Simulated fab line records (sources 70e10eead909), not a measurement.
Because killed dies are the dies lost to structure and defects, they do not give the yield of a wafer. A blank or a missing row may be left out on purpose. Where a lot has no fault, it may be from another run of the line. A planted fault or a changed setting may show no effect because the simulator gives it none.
Matching of chambers -- flow nand-harc -- NHARC_P_CONTACT_CMP_01 on cmp-01: 4 sister chambers
The step polishes SiO2, target thk 200 nm. 8 wafers are shown with their chamber, then 9 later ones without.

== EACH WAFER AND ITS CHAMBER ==
wafer,chamber,motor-current-A (A),slurry-filter-dp-kPa (kPa)
L080.4,1,14.6,13.71
L087.1,0,11.7,13.64
L087.2,2,9.5,13.84
L089.4,1,14.4,13.56
L089.6,3,11.8,13.46
L090.2,2,9.7,13.52
L090.4,3,11.9,13.23
L090.6,0,12.7,13.46

== WAFERS WITHOUT THEIR CHAMBER ==
wafer,motor-current-A (A),slurry-filter-dp-kPa (kPa)
L092.1,15.0,13.63
L092.3,12.5,13.58
L092.4,9.9,13.79
L093.2,12.2,13.61
L093.4,9.4,13.47
L093.5,15.2,13.60
L097.1,10.3,13.16
L097.2,11.7,13.44
L097.5,9.6,13.39

== WHICH CHAMBER EACH WENT THROUGH ==
wafer,from the rows above,in truth
L092.1,1,1
L092.3,can't be placed: 0 or 3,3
L092.4,2,2
L093.2,can't be placed: 0 or 3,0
L093.4,2,2
L093.5,1,1
L097.1,can't be placed: 2 or 3 or 0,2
L097.2,can't be placed: 3 or 0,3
L097.5,2,2
Correct placement for 5 of the 9. Not placeable from these rows: 4 (in 4, the candidates include the true chamber). Number placed wrongly: 0.
How it was worked out, from the rows above alone: a wafer's distance from a chamber is the root of the sum, over the readings, of the square of ((its reading less the chamber's mean) divided by the reading's scatter). The wafer belongs to the nearest chamber; if the next one is less than 2 further off, it can't be placed. A chamber's mean is the mean of its shown wafers. How the scatter is found: for the shown wafers, subtract from each reading the mean of its chamber, square and add these, divide the total by (wafers less chambers), then take the root.
